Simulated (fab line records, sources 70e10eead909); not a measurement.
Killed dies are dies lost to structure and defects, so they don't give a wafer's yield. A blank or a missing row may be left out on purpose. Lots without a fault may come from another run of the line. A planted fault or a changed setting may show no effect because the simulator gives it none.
Chamber matching | flow nand_harc | NHARC_A_M0_PRE_CLEAN_31 on pecvd-02: 3 sister chambers
The step time 12 s. 3 wafers are shown with their chamber, then 8 later ones without.

WAFERS WITH THEIR CHAMBER
wafer  | chamber | heater_power_w (W)
L911.2 | 0       | 690
L916.6 | 1       | 662
L915.1 | 2       | 534

WAFERS WITHOUT THEIR CHAMBER
wafer  | heater_power_w (W)
L915.2 | 695
L915.5 | 702
L924.1 | 703
L924.2 | 592
L924.6 | 717
L926.1 | 512
L926.3 | 662
L926.4 | 654

WHICH CHAMBER EACH WENT THROUGH
wafer  | from the rows above          | in truth
L915.2 | can't be placed: 0 or 1      | 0
L915.5 | can't be placed: 0 or 1      | 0
L924.1 | can't be placed: 0 or 1      | 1
L924.2 | can't be placed: 2 or 1 or 0 | 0
L924.6 | can't be placed: 0 or 1      | 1
L926.1 | 2                            | 2
L926.3 | can't be placed: 1 or 0      | 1
L926.4 | can't be placed: 1 or 0      | 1
Placed correctly: 1 of 8. Can't be placed from these rows: 7 (the true chamber is among the candidates in 7). Placed wrongly: 0.
How it was worked out, from the rows above alone: a wafer's distance from a chamber is the root of the sum, over the readings, of the square of ((its reading less the chamber's mean) divided by the reading's scatter). The wafer belongs to the nearest chamber; if the next one is less than 2 further off, it can't be placed. A chamber's mean is the mean of its shown wafers. The scatter: with one shown wafer a chamber, the root of the mean of the squares of how far each hidden wafer lies from its nearest shown one.
